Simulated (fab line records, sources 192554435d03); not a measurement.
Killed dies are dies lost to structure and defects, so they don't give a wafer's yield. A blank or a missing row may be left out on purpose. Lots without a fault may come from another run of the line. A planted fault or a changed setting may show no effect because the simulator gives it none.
fab line records | flow n5_finfet
record lots=6 wafers=18 last_day=18
route steps=1938 shown BEOL_M15@1811 PASSIVATION@1936
lots that met no fault: from a run of the same line without faults
start_h: hours from the record's first day to the start of the lot's first wafer shown | wait_h: hours since the lot's step before | " the same as in the row above | L1.1+2: a row that stands for several wafers | - no value, or no start given | * or withheld: withheld | < > ~ a bound
route shown NAME@n: a module of which the file shows steps, and the number in the route of the first | usual: mean/standard deviation of fault-free wafers | same: alike in all rows | chamber/n: place in a boat | sites: the reading at each site | _std_site: their standard deviation | _edge_site: outer sites' mean less inner sites' | radius_mm: how far each site lies from the wafer's centre | mask NAME#n: copy n | behind: the tool/chamber that last shaped the wafer | hold: why the lot was held/for how many hours/how that ended | device: the transistor (n, p or np) that didn't switch | end of line: the same wafers' tests at the end of the route | a step without rows: its recipe alone | killed: dies lost to structure and defects at the first sort, not the wafer's yield | map: a wafer's dies, x killed, . not, _ none there
set.NAME: the setting as run; set.NAME@STEP: as run at that earlier step | model.NAME: the simulator's own value behind a step, which no gauge read
lots at some steps of the route; a table a step, a row a wafer
services: from which hour (start_h, from the record's first day; less than 0 if before it) a tool's chamber was out of use, for how many hours, and why
## steps
# step N5_BEOL_M15_STRIP_36
# recipe chemistry=O2 power_w=600 temp_c=60 pressure_mtorr=30 rf_frequency_hz=6e+07 bias_power_w=0 overash_fraction=0.3 o2_flow_sccm=225
# usual drypump_motor_current_A=5.8/0.49 o2_flow_sccm=225.0/0.59 oes_product_au=0.79/0.069 rf_vpp_V=3.7/0.94 showerhead_plenum_p_Torr=2.08/0.059 throttle_valve_pct=16.60/0.19
# columns lot.wafer tool chamber start_h wait_h drypump_motor_current_A o2_flow_sccm oes_product_au rf_hours_counter_h rf_vpp_V showerhead_plenum_p_Torr throttle_valve_pct
L465.1 rie_diel-01 3 273.46 0.0 6.0 224.8 0.82 79 3.9 2.12 16.58
L465.4 " 2 " " 5.2 225.4 0.87 49 4.4 2.06 16.50
L465.5 " 3 " " 6.1 225.2 0.82 - 3.0 2.12 16.57
L467.3 rie_diel-03 1 309.82 0.5 6.6 225.5 0.73 198 3.6 2.05 16.70
L467.4 " 3 " " 6.5 224.4 0.86 70 3.7 2.22 16.53
L467.5 " 1 " " 6.6 225.3 0.73 - 1.6 2.05 16.73
L477.1 rie_diel-03 3 334.51 2.7 6.5 225.2 0.83 77 4.6 2.21 16.51
L477.3 " 0 " " 6.0 225.4 0.78 108 4.6 2.09 16.66
L477.4 " 1 " " 6.6 225.3 0.71 205 3.4 2.05 16.69
L476.2 rie_diel-01 1 334.94 2.9 5.4 223.8 0.82 80 3.7 2.05 16.34
L476.4 " 3 " " 6.0 224.3 0.79 99 4.6 2.11 16.61
L476.5 " 0 " " 5.5 225.9 0.84 - 2.8 2.03 16.45
L485.1 rie_diel-03 0 403.85 1.2 6.0 224.8 0.76 121 3.1 2.09 16.65
L485.3 " 3 " " 6.5 225.4 0.80 100 4.1 2.21 16.59
L485.4 " 1 " " 6.6 225.1 0.70 228 5.9 2.04 16.78
L486.1 rie_diel-03 3 416.32 10.1 6.5 225.4 0.80 104 4.4 2.20 16.56
L486.2 " 2 " " 5.8 225.0 0.71 183 6.1 2.08 16.68
L486.3 " 0 " " 6.0 224.8 0.76 126 3.0 2.09 16.72
# step N5_BEOL_M15_STRIP_62
# recipe chemistry=O2 power_w=600 temp_c=60 pressure_mtorr=30 rf_frequency_hz=6e+07 bias_power_w=0 overash_fraction=0.3 o2_flow_sccm=225
# step N5_BEOL_M15_STRIP_37
# recipe chemistry=O2 power_w=600 temp_c=60 pressure_mtorr=30 rf_frequency_hz=6e+07 bias_power_w=0 overash_fraction=0.3 o2_flow_sccm=225
# step N5_BEOL_M15_ETCH_38
# recipe chemistry=CF4/N2 target=SiCN target_depth_a=1064 taper_deg=2 time_s=120.5 ion_energy_ev=150 mask_material=SiO2 pressure_mtorr=40 source_w=430 bias_w=70 Ar_flow_sccm=100 cf4_flow_sccm=60 n2_flow_sccm=60
# step N5_BEOL_M15_PRECLEAN_39
# recipe chemistry=residue_remover time_s=60 temp_c=40
# step N5_BEOL_M15_SRD_40
# recipe time_s=30 temp_c=23 rinse_liquid=diw dry=n2_spin spin_rpm=1500 dry_time_s=30
# step N5_BEOL_M15_DEGAS_41
# recipe ambient=vacuum temp_c=300 time_s=60
# usual heater_power_w=469/57
# columns lot.wafer tool chamber start_h wait_h heater_power_w
L465.1 pvd_sputter-03 - 274.88 1.1 436
L465.4 " - " " 364
L465.5 " - " " 443
L467.3 pvd_sputter-01 - 310.29 0.2 486
L467.4 " - " " 518
L467.5 " - " " 520
L477.1 pvd_sputter-02 - 335.23 0.4 547
L477.3 " - " " 543
L477.4 " - " " 448
L476.2 pvd_sputter-03 - 335.37 0.1 402
L476.4 " - " " 405
L476.5 " - " " 437
L485.1 pvd_sputter-01 - 404.85 0.7 499
L485.3 " - " " 476
L485.4 " - " " 524
L486.1 pvd_sputter-01 - 416.85 0.2 491
L486.2 " - " " 425
L486.3 " - " " 527
# step N5_BEOL_M15_PRE_CLEAN_42
# recipe gas=H2/He time_s=30 temp_c=300
# usual heater_power_w=468/56
# columns lot.wafer tool chamber start_h wait_h heater_power_w
L465.1 pvd_sputter-03 - 274.92 0.0 430
L465.4 " - " " 359
L465.5 " - " " 434
L467.3 pvd_sputter-01 - 310.33 0.0 490
L467.4 " - " " 502
L467.5 " - " " 514
L477.1 pvd_sputter-02 - 335.27 0.0 548
L477.3 " - " " 556
L477.4 " - " " 449
L476.2 pvd_sputter-03 - 335.41 0.0 418
L476.4 " - " " 405
L476.5 " - " " 440
L485.1 pvd_sputter-01 - 404.89 0.0 491
L485.3 " - " " 463
L485.4 " - " " 502
L486.1 pvd_sputter-01 - 416.89 0.0 498
L486.2 " - " " 423
L486.3 " - " " 504
# step N5_BEOL_M15_SPUTTER_43
# recipe material=TaN target_thk_a=150 temp_c=50 bias_v=168.6 power_w=15000 chamber_pressure_pa=0.12 time_s=24.19
# step N5_BEOL_M15_SPUTTER_44
# recipe material=Ta target_thk_a=150 temp_c=50 bias_v=80 power_w=15000 chamber_pressure_pa=0.07 time_s=24.19
# usual chamber_pressure_pa=0.07001/0.00014 throttle_valve_pct=29.9/0.88
# columns lot.wafer tool chamber start_h wait_h chamber_pressure_pa throttle_valve_pct
L465.1 pvd_sputter-03 - 275.04 0.0 0.06996 29.6
L465.4 " - " " 0.07023 30.8
L465.5 " - " " 0.07028 29.6
L467.3 pvd_sputter-01 - 310.45 0.0 0.06985 29.0
L467.4 " - " " 0.06989 30.1
L467.5 " - " " 0.06976 30.3
L477.1 pvd_sputter-02 - 335.39 0.0 0.07003 28.8
L477.3 " - " " 0.06999 30.0
L477.4 " - " " 0.07014 27.5
L476.2 pvd_sputter-03 - 335.53 0.0 0.06994 30.3
L476.4 " - " " 0.06967 30.1
L476.5 " - " " 0.07036 29.9
L485.1 pvd_sputter-01 - 405.01 0.0 0.06999 29.1
L485.3 " - " " 0.07017 30.1
L485.4 " - " " 0.07002 30.1
L486.1 pvd_sputter-01 - 417.01 0.0 0.06998 29.0
L486.2 " - " " 0.07025 30.6
L486.3 " - " " 0.06973 30.4
# step N5_BEOL_M15_SPUTTER_45
# recipe material=Cu target_thk_a=1000 temp_c=-20 bias_v=60 power_w=26000 chamber_pressure_pa=0.13 time_s=16.67
# usual chamber_pressure_pa=0.13/0.00029 chuck_gas_flow_sccm=1.26/0.058 throttle_valve_pct=29.9/0.85
# columns lot.wafer tool chamber start_h wait_h chamber_pressure_pa chuck_gas_flow_sccm throttle_valve_pct
L465.1 pvd_sputter-03 - 275.12 0.0 0.12958 1.18 29.9
L465.4 " - " " 0.13037 1.25 30.9
L465.5 " - " " 0.13025 1.20 29.5
L467.3 pvd_sputter-01 - 310.53 0.0 0.12965 1.28 29.3
L467.4 " - " " 0.1295 1.23 30.2
L467.5 " - " " 0.12994 1.22 30.0
L477.1 pvd_sputter-02 - 335.47 0.0 0.12995 1.09 28.7
L477.3 " - " " 0.13047 1.24 29.9
L477.4 " - " " 0.12992 1.20 27.6
L476.2 pvd_sputter-03 - 335.61 0.0 0.12972 1.25 30.2
L476.4 " - " " 0.12993 1.24 30.2
L476.5 " - " " 0.12962 1.26 29.8
L485.1 pvd_sputter-01 - 405.09 0.0 0.13031 1.24 29.4
L485.3 " - " " 0.13011 1.19 30.0
L485.4 " - " " 0.13014 1.30 30.1
L486.1 pvd_sputter-01 - 417.09 0.0 0.13027 1.31 29.2
L486.2 " - " " 0.13013 1.42 30.4
L486.3 " - " " 0.12969 1.26 29.9
# step N5_BEOL_M15_ECD_47
# recipe material=Cu target_thk_a=18600
# columns lot.wafer tool chamber start_h wait_h model.Cu_of_BEOL_M15_ECD_47.thk_nm
L465.1 ecd_cu-02 1 275.24 0.1 1858
L465.4 " 0 " " 1859
L465.5 " 1 " " 1844
L467.3 ecd_cu-01 1 310.72 0.2 1883
L467.4 " 0 " " 1855
L467.5 " 0 " " 1872
L477.1 ecd_cu-02 1 335.59 0.1 2421
L477.3 " 0 " " 2438
L477.4 " 1 " " 1853
L476.2 ecd_cu-02 1 335.81 0.2 2424
L476.4 " 1 " " 1857
L476.5 " 0 " " 1836
L485.1+4 ecd_cu-01 0,1 405.21 0.1 1847
L485.3 " 0 " " 1850
L486.1 ecd_cu-02 1 417.21 0.1 1836
L486.2 " 0 " " 1834
L486.3 " 1 " " 1832
# step N5_BEOL_M15_ANNEAL_48
# recipe temp_c=225 time_s=90 ambient=N2
# step N5_PASSIVATION_PROBE_49
# usual defect_limited_yield=91.5/1.4 killed_at_M0_to_M3=32/11 killed_at_M4_up=12/4.4 killed_at_contacts=13/6.1 killed_at_front_end=39/12 killed_at_other=3.9/3 killed_dies=100/17 killed_open=66/12 killed_short=33/7.4 sort_bin_4_leakage=0.03/0.14 sort_bin_5_function=5.0/0.95 sort_bin_6_memory=3.2/0.66 sort_n_pass=1079/17 sort_yield_pct=91.4/1.5
# same gross_dies=1180 killed_at_back_side=0 sort_bin_8_speed[%]=0
# columns lot.wafer tool chamber start_h wait_h defect_limited_yield[%] killed_at_M0_to_M3 killed_at_M4_up killed_at_contacts killed_at_front_end killed_at_other killed_dies killed_open killed_short sort_bin_4_leakage[%] sort_bin_5_function[%] sort_bin_6_memory[%] sort_n_pass sort_yield_pct[%]
L465.1 prober-01 - 293.25 0.0 91.7 52 6 14 22 4 98 68 29 0 5.0 3.1 1082 91.7
L465.4 prober-01 - 293.40 0.2 91.4 45 11 8 34 3 101 80 21 0 5.3 3.1 1079 91.4
L465.5 prober-01 - 293.45 0.2 91.6 52 6 6 28 7 99 69 30 0 4.1 4.0 1081 91.6
L467.3 prober-01 - 325.28 0.1 88.6 39 9 13 70 3 134 82 51 0.08 6.5 4.4 1045 88.6
L467.4 prober-01 - 325.33 0.2 90.3 44 21 11 36 3 115 86 27 0 6.3 3.4 1065 90.3
L467.5 prober-01 - 325.38 0.2 90.2 40 7 23 38 8 116 75 39 0 6.3 3.4 1064 90.2
L477.1 prober-02 - 349.25 0.0 95.2 13 17 4 23 0 57 34 19 0 3.0 1.8 1123 95.2
L477.3 prober-02 - 349.35 0.1 92.3 37 15 16 22 1 91 61 28 0 4.7 3.1 1089 92.3
L477.4 prober-02 - 349.40 0.2 92.2 39 14 9 25 5 92 61 30 0 4.2 3.3 1088 92.2
L476.2 prober-02 - 353.66 0.1 90.4 33 15 12 46 7 113 81 29 0.34 5.4 3.9 1063 90.1
L476.4 prober-02 - 353.76 0.2 93.5 28 4 8 29 8 77 40 35 0 3.8 2.3 1103 93.5
L476.5 prober-02 - 353.81 0.2 90.0 36 9 12 50 11 118 80 35 0 5.8 3.8 1062 90.0
L485.1 prober-01 - 421.74 0.0 91.1 29 7 14 48 7 105 66 36 0 5.0 3.3 1075 91.1
L485.3 prober-01 - 421.84 0.1 91.0 23 8 14 59 2 106 63 39 0 5.8 2.9 1074 91.0
L485.4 prober-01 - 421.89 0.2 89.6 35 15 18 54 1 123 82 40 0 5.5 4.7 1057 89.6
# killed by level:class
L465.1 BEOL_M2:geometric_particle:open=24 MOL_CONTACT_COAG:geometric_particle:open=10 DUMMY_GATE:geometric_particle:open=6 BEOL_M3:geometric_particle:open=6 BEOL_M3:geometric_particle:short=6 MOL_CONTACT_COAG:geometric_particle:short=4 BEOL_M1:geometric_particle:short=4 STARTING-WAFER:geometric_particle:open=4
L465.4 BEOL_M2:geometric_particle:open=16 BEOL_M3:geometric_particle:open=15 FIN_SAQP:geometric_particle:open=7 MOL_CONTACT_COAG:geometric_particle:open=6 BEOL_M4:geometric_particle:open=6 STI_FIN_REVEAL:geometric_particle:open=5 DUMMY_GATE:geometric_particle:open=5 BEOL_M1:geometric_particle:open=4
L465.5 BEOL_M2:geometric_particle:open=12 BEOL_M0_SAQP:geometric_particle:open=11 BEOL_M3:geometric_particle:open=11 BEOL_M0_SAQP:geometric_particle:short=10 DUMMY_GATE:geometric_particle:open=8 MOL_CONTACT_COAG:geometric_particle:open=5 FIN_SAQP:geometric_particle:short=4 PAD_METAL:geometric_particle:open=4
L467.3 FIN_SAQP:geometric_particle:short=19 FIN_SAQP:geometric_particle:open=17 MOL_CONTACT_COAG:geometric_particle:open=9 BEOL_M1:geometric_particle:open=9 GATE_CUT:geometric_particle:short=8 BEOL_M2:geometric_particle:open=7 GATE_CUT:geometric_particle:open=6 BEOL_M0_SAQP:geometric_particle:short=6
L467.4 BEOL_M3:geometric_particle:open=13 FIN_SAQP:geometric_particle:open=11 BEOL_M2:geometric_particle:open=11 MOL_CONTACT_COAG:geometric_particle:open=8 BEOL_M4:geometric_particle:open=7 FIN_SAQP:geometric_particle:short=6 BEOL_M0_SAQP:geometric_particle:open=6 BEOL_M0_SAQP:geometric_particle:short=6
L467.5 MOL_CONTACT_COAG:geometric_particle:open=20 FIN_SAQP:geometric_particle:open=11 BEOL_M0_SAQP:geometric_particle:short=10 BEOL_M0_SAQP:geometric_particle:open=10 BEOL_M2:geometric_particle:open=7 GATE_CUT:geometric_particle:short=7 BEOL_M4:geometric_particle:open=6 BEOL_M1:geometric_particle:open=4
L477.1 BEOL_M4:geometric_particle:open=7 STI_FIN_REVEAL:geometric_particle:open=5 STARTING-WAFER:geometric_particle:open=5 BEOL_M1:geometric_particle:open=4 BEOL_M0_SAQP:geometric_particle:short=4 MOL_CONTACT_COAG:geometric_particle:open=3 BEOL_M4:geometric_particle:short=3 BEOL_M7:geometric_particle:open=3
L477.3 MOL_CONTACT_COAG:geometric_particle:open=14 BEOL_M0_SAQP:geometric_particle:open=10 BEOL_M0_SAQP:geometric_particle:short=9 BEOL_M1:geometric_particle:open=7 BEOL_M4:geometric_particle:open=6 BEOL_M2:geometric_particle:open=5 DUMMY_GATE:geometric_particle:open=4 BEOL_M4:geometric_particle:short=4
L477.4 MOL_CONTACT_COAG:geometric_particle:open=8 BEOL_M0_SAQP:geometric_particle:short=8 BEOL_M0_SAQP:geometric_particle:open=7 BEOL_M4:geometric_particle:open=7 BEOL_M1:geometric_particle:open=6 BEOL_M2:geometric_particle:open=6 DUMMY_GATE:geometric_particle:open=5 FIN_SAQP:geometric_particle:short=4
L476.2 STI_FIN_REVEAL:geometric_particle:open=17 MOL_CONTACT_COAG:geometric_particle:open=10 BEOL_M1:geometric_particle:open=10 BEOL_M0_SAQP:geometric_particle:short=9 BEOL_M0_SAQP:geometric_particle:open=8 FIN_SAQP:geometric_particle:short=7 FIN_SAQP:geometric_particle:open=7 DUMMY_GATE:geometric_particle:open=4
L476.4 MOL_CONTACT_COAG:geometric_particle:open=6 BEOL_M0_SAQP:geometric_particle:short=6 BEOL_M0_SAQP:geometric_particle:open=6 BEOL_M2:geometric_particle:open=6 FIN_SAQP:geometric_particle:open=5 ILD0:geometric_particle:short=5 STI_FIN_REVEAL:geometric_particle:open=4 STI_FIN_REVEAL:geometric_particle:short=4
L476.5 STI_FIN_REVEAL:geometric_particle:open=19 BEOL_M3:geometric_particle:open=12 BEOL_M0_SAQP:geometric_particle:open=7 FIN_SAQP:geometric_particle:short=6 MOL_CONTACT_COAG:geometric_particle:open=6 STARTING-WAFER:geometric_particle:open=6 BEOL_M1:geometric_particle:open=5 ILD0:geometric_particle:open=4
L485.1 MOL_CONTACT_COAG:geometric_particle:open=11 FIN_SAQP:geometric_particle:short=8 FIN_SAQP:geometric_particle:open=8 BEOL_M2:geometric_particle:open=8 STI_FIN_REVEAL:geometric_particle:open=6 GATE_CUT:geometric_particle:short=5 GATE_CUT:geometric_particle:open=5 BEOL_M0_SAQP:geometric_particle:short=5
L485.3 STI_FIN_REVEAL:geometric_particle:open=13 FIN_SAQP:geometric_particle:short=12 FIN_SAQP:geometric_particle:open=9 MOL_CONTACT_COAG:geometric_particle:open=7 MOL_CONTACT_COAG:geometric_particle:short=6 BEOL_M3:geometric_particle:open=6 GATE_CUT:geometric_particle:short=5 BEOL_M1:geometric_particle:open=5
L485.4 MOL_CONTACT_COAG:geometric_particle:open=14 FIN_SAQP:geometric_particle:open=13 FIN_SAQP:geometric_particle:short=13 STI_FIN_REVEAL:geometric_particle:open=9 BEOL_M1:geometric_particle:open=7 BEOL_M2:geometric_particle:short=7 BEOL_M3:geometric_particle:open=7 BEOL_M4:geometric_particle:open=6
## services
# columns tool chamber start_h hours kind
ecd_cu-02 - 254.00 7.6 pm
rie_diel-03 3 256.81 3.9 repair
ecd_cu-02 - 322.17 4.7 pm
pvd_sputter-02 - 339.91 4.3 repair
rie_diel-01 0 339.95 5.7 repair
rie_diel-01 - 359.56 0.5 repair
pvd_sputter-03 - 380.55 4.1 repair
rie_diel-01 - 382.50 0.2 repair
## key
first_sign none at tools or gauges
model_effect step=N5_BEOL_M15_ECD_47 value=Cu_of_BEOL_M15_ECD_47.thk_nm without=1849 struck=2428
met_at N5_BEOL_M15_ECD_47
struck_wafers L476.2,L477.1,L477.3
fault kind=process_parameter_drift tool=ecd_cu-02 chamber=- onset_h=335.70 steps=N5_BEOL_M15_ECD_47 channel=target_thk_a offset=* shape=step end_h=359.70 scope=struck_wafers_only acts_in=* stated=*
